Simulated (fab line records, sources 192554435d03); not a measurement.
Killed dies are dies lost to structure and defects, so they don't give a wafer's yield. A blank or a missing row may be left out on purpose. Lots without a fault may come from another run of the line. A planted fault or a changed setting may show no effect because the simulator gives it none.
Chamber matching | flow n5_finfet | N5_BEOL_M3_STRIP_36 on rie_diel-02: 4 sister chambers
The step strips in N2/H2. 4 wafers are shown with their chamber, then 9 later ones without.

WAFERS WITH THEIR CHAMBER
wafer  | chamber | showerhead_plenum_p_Torr (Torr)
L081.3 | 1       | 2.49
L089.1 | 0       | 2.35
L089.2 | 3       | 2.61
L089.3 | 2       | 2.44

WAFERS WITHOUT THEIR CHAMBER
wafer  | showerhead_plenum_p_Torr (Torr)
L093.2 | 2.61
L093.3 | 2.44
L093.4 | 2.44
L094.3 | 2.48
L094.4 | 2.43
L094.6 | 2.34
L097.2 | 2.34
L097.4 | 2.48
L097.6 | 2.60

WHICH CHAMBER EACH WENT THROUGH
wafer  | from the rows above | in truth
L093.2 | 3                   | 3
L093.3 | 2                   | 2
L093.4 | 2                   | 2
L094.3 | 1                   | 1
L094.4 | 2                   | 2
L094.6 | 0                   | 0
L097.2 | 0                   | 0
L097.4 | 1                   | 1
L097.6 | 3                   | 3
Placed correctly: 9 of 9. Can't be placed from these rows: 0. Placed wrongly: 0.
How it was worked out, from the rows above alone: a wafer's distance from a chamber is the root of the sum, over the readings, of the square of ((its reading less the chamber's mean) divided by the reading's scatter). The wafer belongs to the nearest chamber; if the next one is less than 2 further off, it can't be placed. A chamber's mean is the mean of its shown wafers. The scatter: with one shown wafer a chamber, the root of the mean of the squares of how far each hidden wafer lies from its nearest shown one.
